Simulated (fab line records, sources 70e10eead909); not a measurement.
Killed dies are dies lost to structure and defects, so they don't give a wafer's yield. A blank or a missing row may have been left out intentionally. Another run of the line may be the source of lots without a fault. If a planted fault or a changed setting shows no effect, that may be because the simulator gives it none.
fab line records | flow nand-harc | part 2 of 2: steps 5 to 6 of 6
record lots=23 | wafers=69 | last-day=25
route steps=1159 shown A_STAIRCASE@647 A_SGD_CUT@761
lots that met no fault: taken from a fault-free run of the same line
start-h: the number of hours between the record's first day and the start of the first shown wafer of the lot | wait-h: time in hours since the lot's previous step | " unchanged from the row above | L1.1+2: a single row standing in for several wafers | - either no value or no given start | * or withheld: withheld | < > ~ a bound
route shown NAME@n: a module of which the file shows steps, and the number in the route of the first | usual: mean/standard deviation taken from wafers without a fault | same: alike in all rows | chamber/n: place in a boat | sites: readings site by site | _std_site: the values' standard deviation | _edge_site: inner sites' mean taken away from outer sites' mean | radius-mm: how far each site lies from the wafer's centre | mask NAME#n: copy n | behind: the last tool/chamber to shape the wafer | hold: cause of the lot's hold/its duration in hours/its outcome | device: the transistor (n, p or np) that didn't switch | end of line: tests of these same wafers at the route's end | a step without rows: its recipe alone | killed: dies that structure and defects cost at the first sort, which is not the same as the wafer's yield | map: the dies of a wafer, with x for killed, . for not killed, _ for no die there
set.NAME: the run value of the setting; set.NAME@STEP: its run value at that earlier step | model.NAME: the simulator's own value behind a step, which no gauge read
route steps across a sampled set of lots; one table per step, one row per wafer
services: when a tool's chamber went out of use (start-h, in hours from the record's first day, below 0 if earlier), for how many hours, and the reason
## steps
# step NHARC_A_STAIRCASE_INSPECT_155
# usual raw-defect-count=373/140
lot.wafer | tool              | chamber | start-h | wait-h | raw-defect-count
L074.2    | defect-inspect-01 | -       | 313.24  | 0.1    | 275
L074.3    | "                 | -       | "       | "      | 306
L074.5    | "                 | -       | "       | "      | 293
L075.2    | defect-inspect-02 | -       | 319.20  | 0.1    | 321
L075.3    | "                 | -       | "       | "      | 260
L075.4    | "                 | -       | "       | "      | 262
L077.2    | defect-inspect-02 | -       | 319.44  | 0.1    | 275
L077.3    | "                 | -       | "       | "      | 406
L077.6    | "                 | -       | "       | "      | 292
L078.1    | defect-inspect-01 | -       | 324.15  | 0.1    | 219
L078.3    | "                 | -       | "       | "      | 229
L078.5    | "                 | -       | "       | "      | 210
L076.1    | defect-inspect-02 | -       | 324.31  | 0.1    | 705
L076.3    | "                 | -       | "       | "      | 316
L076.6    | "                 | -       | "       | "      | 310
L079.1    | defect-inspect-02 | -       | 343.61  | 0.1    | 790
L079.5    | "                 | -       | "       | "      | 515
L079.6    | "                 | -       | "       | "      | 383
L080.4    | defect-inspect-01 | -       | 359.30  | 0.1    | 414
L080.5    | "                 | -       | "       | "      | 500
L080.6    | "                 | -       | "       | "      | 443
L082.1    | defect-inspect-01 | -       | 360.89  | 0.1    | 492
L082.4    | "                 | -       | "       | "      | 662
L082.5    | "                 | -       | "       | "      | 498
L084.3    | defect-inspect-02 | -       | 361.06  | 0.1    | 715
L084.4    | "                 | -       | "       | "      | 550
L084.6    | "                 | -       | "       | "      | 375
L083.1    | defect-inspect-01 | -       | 361.15  | 0.1    | 261
L083.2    | "                 | -       | "       | "      | 191
L083.6    | "                 | -       | "       | "      | 259
L081.3    | defect-inspect-02 | -       | 363.64  | 0.1    | 338
L081.4    | "                 | -       | "       | "      | 416
L081.6    | "                 | -       | "       | "      | 371
L087.4    | defect-inspect-02 | -       | 382.95  | 0.1    | 382
L087.5    | "                 | -       | "       | "      | 331
L087.6    | "                 | -       | "       | "      | 252
L086.2    | defect-inspect-01 | -       | 383.14  | 0.1    | 449
L086.3    | "                 | -       | "       | "      | 630
L086.5    | "                 | -       | "       | "      | 406
L085.2    | defect-inspect-01 | -       | 383.24  | 0.1    | 402
L085.3    | "                 | -       | "       | "      | 317
L085.6    | "                 | -       | "       | "      | 243
L088.2    | defect-inspect-02 | -       | 394.55  | 0.1    | 441
L088.4    | "                 | -       | "       | "      | 473
L088.5    | "                 | -       | "       | "      | 556
L091.4    | defect-inspect-01 | -       | 406.44  | 0.1    | 203
L091.5    | "                 | -       | "       | "      | 163
L091.6    | "                 | -       | "       | "      | 233
L089.1    | defect-inspect-01 | -       | 406.94  | 0.1    | 418
L089.3    | "                 | -       | "       | "      | 272
L089.4    | "                 | -       | "       | "      | 308
L092.3    | defect-inspect-01 | -       | 411.24  | 0.1    | 439
L092.4    | "                 | -       | "       | "      | 436
L092.6    | "                 | -       | "       | "      | 668
L093.1    | defect-inspect-02 | -       | 420.89  | 0.1    | 456
L093.3    | "                 | -       | "       | "      | 335
L093.4    | "                 | -       | "       | "      | 358
L094.4    | defect-inspect-01 | -       | 421.08  | 0.1    | 435
L094.5    | "                 | -       | "       | "      | 252
L094.6    | "                 | -       | "       | "      | 294
L095.1    | defect-inspect-01 | -       | 436.22  | 0.1    | 264
L095.5    | "                 | -       | "       | "      | 394
L095.6    | "                 | -       | "       | "      | 418
L097.1    | defect-inspect-01 | -       | 449.01  | 0.1    | 283
L097.3    | "                 | -       | "       | "      | 202
L097.6    | "                 | -       | "       | "      | 274
L096.1    | defect-inspect-01 | -       | 455.38  | 0.1    | 513
L096.2    | "                 | -       | "       | "      | 560
L096.4    | "                 | -       | "       | "      | 409
# step NHARC_A_SGD_CUT_DESCUM_14
# recipe time-s=3 | o2-flow-sccm=200 | ar-flow-sccm=0 | bias-power-w=0 | chemistry=O2
# usual drypump-motor-current-A=5.5/0.56 | mfc-ar-sccm=0.011/0.01 | oes-product-au=0.997/0.01 | rf-vpp-V=57.9/0.86 | showerhead-plenum-p-Torr=1.93/0.07 | throttle-valve-pct=11.311/0.0095
lot.wafer | tool        | chamber | start-h | wait-h | drypump-motor-current-A | mfc-ar-sccm | oes-product-au | rf-hours-counter-h | rf-vpp-V | showerhead-plenum-p-Torr | throttle-valve-pct
L074.2    | rie-diel-04 | 2       | 314.09  | 0.1    | 4.8                     | 0.026       | 1.003          | 2                  | 57.2     | 1.83                     | 11.302
L074.3    | "           | 1       | "       | "      | 6.1                     | 0.026       | 0.996          | 2                  | 58.7     | 1.96                     | 11.327
L074.5    | "           | 2       | "       | "      | 4.8                     | 0.026       | 1.000          | -                  | 57.2     | 1.83                     | 11.312
L075.4    | rie-diel-04 | 1       | 320.18  | 0.1    | 6.0                     | 0.026       | 0.989          | 2                  | 56.7     | 1.96                     | 11.312
L075.3    | "           | 2       | "       | "      | 4.9                     | 0.026       | 0.988          | 2                  | 57.4     | 1.83                     | 11.318
L075.2    | "           | 0       | "       | "      | 5.4                     | 0.011       | 0.980          | 3                  | 59.0     | 1.98                     | 11.298
L077.2    | rie-diel-06 | 1       | 320.42  | 0.1    | 4.8                     | 0.004       | 1.007          | 4                  | 57.8     | 2.02                     | 11.332
L077.3    | "           | 3       | "       | "      | 6.4                     | 0           | 0.995          | 4                  | 57.8     | 1.91                     | 11.297
L077.6    | "           | 2       | "       | "      | 5.7                     | 0           | 0.997          | -                  | 58.8     | 1.89                     | 11.302
L078.1    | rie-diel-04 | 3       | 325.15  | 0.1    | 5.6                     | 0           | 0.999          | 4                  | 57.0     | 1.88                     | 11.293
L078.3    | "           | 0       | "       | "      | 5.5                     | 0.011       | 0.991          | 3                  | 58.1     | 1.98                     | 11.309
L078.5    | "           | 1       | "       | "      | 6.0                     | 0.026       | 0.995          | -                  | 58.3     | 1.96                     | 11.295
L076.3    | rie-diel-10 | 2       | 325.16  | 0.1    | 6.3                     | 0.004       | 1.000          | 14                 | 57.3     | 1.85                     | 11.303
L076.1    | "           | 3       | "       | "      | 5.4                     | 0.023       | 1.019          | 14                 | 60.1     | 1.87                     | 11.312
L076.6    | "           | 2       | "       | "      | 6.3                     | 0.004       | 0.995          | -                  | 57.5     | 1.85                     | 11.307
L079.1    | rie-diel-06 | 0       | 344.47  | 0.1    | 5.1                     | 0.021       | 1.002          | 6                  | 58.4     | 2.05                     | 11.310
L079.6    | "           | 3       | "       | "      | 6.4                     | 0           | 0.993          | -                  | 56.2     | 1.91                     | 11.310
L079.5    | "           | 0       | "       | "      | 5.1                     | 0.021       | 1.006          | -                  | 57.7     | 2.05                     | 11.313
L080.4    | rie-diel-06 | 3       | 360.28  | 0.1    | 6.4                     | 0           | 0.995          | 6                  | 58.0     | 1.91                     | 11.312
L080.6    | "           | 2       | "       | "      | 5.7                     | 0           | 0.994          | -                  | 58.2     | 1.89                     | 11.310
L080.5    | "           | 3       | "       | "      | 6.5                     | 0           | 0.994          | -                  | 58.5     | 1.91                     | 11.313
L082.4    | rie-diel-04 | 3       | 361.86  | 0.1    | 5.6                     | 0           | 0.984          | 8                  | 58.3     | 1.88                     | 11.312
L082.1    | "           | 1       | "       | "      | 6.0                     | 0.026       | 0.997          | 7                  | 58.2     | 1.96                     | 11.299
L082.5    | "           | 0       | "       | "      | 5.5                     | 0.011       | 1.000          | -                  | 57.3     | 1.98                     | 11.315
L084.4    | rie-diel-06 | 1       | 362.04  | 0.1    | 4.8                     | 0.004       | 0.993          | 7                  | 57.8     | 2.02                     | 11.309
L084.3    | "           | 3       | "       | "      | 6.4                     | 0           | 0.990          | 7                  | 59.2     | 1.91                     | 11.302
L084.6    | "           | 0       | "       | "      | 5.1                     | 0.021       | 0.994          | -                  | 58.6     | 2.05                     | 11.303
L083.2    | rie-diel-06 | 2       | 362.19  | 0.1    | 5.7                     | 0           | 0.998          | 6                  | 59.6     | 1.89                     | 11.319
L083.1    | "           | 1       | "       | "      | 4.8                     | 0.004       | 1.001          | 7                  | 59.3     | 2.02                     | 11.316
L083.6    | "           | 2       | "       | "      | 5.7                     | 0           | 1.000          | -                  | 58.4     | 1.89                     | 11.330
L081.4    | rie-diel-04 | 0       | 364.63  | 0.1    | 5.4                     | 0.011       | 0.996          | 8                  | 57.5     | 1.98                     | 11.299
L081.3    | "           | 2       | "       | "      | 4.8                     | 0.026       | 1.000          | 7                  | 57.0     | 1.83                     | 11.295
L081.6    | "           | 3       | "       | "      | 5.6                     | 0           | 1.002          | -                  | 56.8     | 1.88                     | 11.315
L087.4    | rie-diel-06 | 0       | 383.95  | 0.1    | 5.1                     | 0.021       | 0.996          | 9                  | 58.9     | 2.04                     | 11.319
L087.5    | "           | 3       | "       | "      | 6.4                     | 0           | 0.991          | -                  | 57.9     | 1.91                     | 11.316
L087.6    | "           | 0       | "       | "      | 5.1                     | 0.021       | 0.994          | -                  | 57.5     | 2.04                     | 11.310
L086.2    | rie-diel-10 | 1       | 384.12  | 0.1    | 4.6                     | 0.004       | 1.008          | 2                  | 58.0     | 2.03                     | 11.306
L086.3    | "           | 2       | "       | "      | 6.3                     | 0.004       | 0.989          | 3                  | 58.6     | 1.85                     | 11.312
L086.5    | "           | 2       | "       | "      | 6.3                     | 0.004       | 0.984          | -                  | 57.8     | 1.85                     | 11.304
L085.2    | rie-diel-04 | 1       | 384.16  | 0.1    | 6.1                     | 0.026       | 0.997          | 9                  | 58.7     | 1.96                     | 11.323
L085.3    | "           | 2       | "       | "      | 4.9                     | 0.026       | 0.997          | 9                  | 56.9     | 1.83                     | 11.322
L085.6    | "           | 0       | "       | "      | 5.4                     | 0.011       | 0.990          | -                  | 57.1     | 1.98                     | 11.307
L088.4    | rie-diel-10 | 1       | 395.53  | 0.1    | 4.7                     | 0.004       | 1.008          | 3                  | 58.1     | 2.02                     | 11.318
L088.2    | "           | 2       | "       | "      | 6.3                     | 0.004       | 0.988          | 4                  | 57.1     | 1.85                     | 11.325
L088.5    | "           | 0       | "       | "      | 5.5                     | 0.019       | 0.974          | -                  | 57.8     | 1.91                     | 11.306
L091.4    | rie-diel-06 | 0       | 407.44  | 0.1    | 5.1                     | 0.021       | 0.999          | 10                 | 58.6     | 2.04                     | 11.320
L091.5    | "           | 1       | "       | "      | 4.8                     | 0.004       | 1.006          | -                  | 57.5     | 2.02                     | 11.320
L091.6    | "           | 2       | "       | "      | 5.7                     | 0           | 1.002          | -                  | 56.6     | 1.89                     | 11.303
L089.4    | rie-diel-04 | 2       | 407.94  | 0.1    | 4.8                     | 0.026       | 0.976          | 11                 | 57.1     | 1.83                     | 11.296
L089.3    | "           | 3       | "       | "      | 5.6                     | 0           | 0.971          | 12                 | 57.6     | 1.88                     | 11.319
L089.1    | "           | 0       | "       | "      | 5.5                     | 0.011       | 0.985          | 12                 | 59.5     | 1.98                     | 11.311
L092.4    | rie-diel-06 | 2       | 412.10  | 0.1    | 5.7                     | 0           | 1.000          | 10                 | 58.4     | 1.89                     | 11.324
L092.3    | "           | 1       | "       | "      | 4.8                     | 0.004       | 0.994          | 10                 | 59.0     | 2.02                     | 11.322
L092.6    | "           | 2       | "       | "      | 5.7                     | 0           | 0.997          | -                  | 55.9     | 1.89                     | 11.316
L093.3    | rie-diel-04 | 1       | 421.87  | 0.1    | 6.0                     | 0.026       | 0.997          | 12                 | 56.7     | 1.96                     | 11.298
L093.4    | "           | 3       | "       | "      | 5.6                     | 0           | 0.993          | 14                 | 58.3     | 1.88                     | 11.303
L093.1    | "           | 0       | "       | "      | 5.5                     | 0.011       | 0.995          | 14                 | 59.0     | 1.98                     | 11.307
L094.4    | rie-diel-10 | 2       | 422.13  | 0.1    | 6.3                     | 0.004       | 0.994          | 8                  | 57.3     | 1.84                     | 11.306
L094.6    | "           | 3       | "       | "      | 5.3                     | 0.023       | 0.997          | -                  | 58.1     | 1.87                     | 11.323
L094.5    | "           | 0       | "       | "      | 5.6                     | 0.019       | 0.989          | -                  | 59.1     | 1.90                     | 11.317
L095.1    | rie-diel-10 | 2       | 437.21  | 0.1    | 6.3                     | 0.004       | 1.003          | 9                  | 57.2     | 1.84                     | 11.329
L095.6    | "           | 1       | "       | "      | 4.7                     | 0.004       | 1.032          | -                  | 56.8     | 2.02                     | 11.320
L095.5    | "           | 2       | "       | "      | 6.3                     | 0.004       | 0.999          | -                  | 57.6     | 1.84                     | 11.322
L097.1    | rie-diel-06 | 1       | 449.99  | 0.1    | 4.8                     | 0.004       | 1.018          | 1                  | 58.2     | 2.02                     | 11.323
L097.3    | "           | 3       | "       | "      | 6.4                     | 0           | 0.999          | 2                  | 57.2     | 1.91                     | 11.310
L097.6    | "           | 0       | "       | "      | 5.1                     | 0.021       | 1.009          | -                  | 57.4     | 2.04                     | 11.308
L096.2    | rie-diel-10 | 2       | 456.47  | 0.1    | 6.3                     | 0.004       | 0.986          | 11                 | 57.4     | 1.84                     | 11.308
L096.4    | "           | 3       | "       | "      | 5.3                     | 0.023       | 1.002          | 11                 | 56.8     | 1.87                     | 11.321
L096.1    | "           | 0       | "       | "      | 5.5                     | 0.019       | 0.972          | 10                 | 56.9     | 1.90                     | 11.311
## services
tool        | chamber | start-h | hours | kind
rie-diel-01 | 0       | 236.41  | 21.0  | repair
pecvd-01    | -       | 237.20  | 13.0  | pm
rie-diel-06 | -       | 241.20  | 9.0   | pm
rie-diel-13 | -       | 276.00  | 9.0   | pm
rie-diel-04 | 3       | 279.05  | 5.2   | repair
rie-diel-06 | -       | 280.99  | 0.3   | repair
rie-diel-06 | 2       | 282.69  | 6.6   | repair
rie-diel-04 | 2       | 287.36  | 3.3   | repair
rie-diel-04 | -       | 288.99  | 9.0   | pm
rie-diel-10 | 3       | 304.42  | 5.9   | repair
rie-diel-01 | -       | 316.00  | 9.0   | pm
rie-diel-04 | 2       | 318.05  | 1.9   | repair
rie-diel-04 | 3       | 349.22  | 6.0   | repair
rie-diel-01 | 1       | 369.10  | 7.0   | repair
pecvd-04    | -       | 376.11  | 13.0  | pm
rie-diel-06 | -       | 379.04  | 0.3   | repair
rie-diel-12 | -       | 379.58  | 9.0   | pm
rie-diel-01 | 1       | 414.49  | 3.9   | repair
pecvd-04    | 0       | 416.91  | 15.0  | repair
pecvd-01    | -       | 418.20  | 13.0  | pm
rie-diel-06 | -       | 418.20  | 9.0   | pm
rie-diel-12 | 0       | 424.00  | 7.0   | repair
rie-diel-12 | 1       | 447.06  | 3.3   | repair
rie-diel-13 | -       | 453.00  | 9.0   | pm
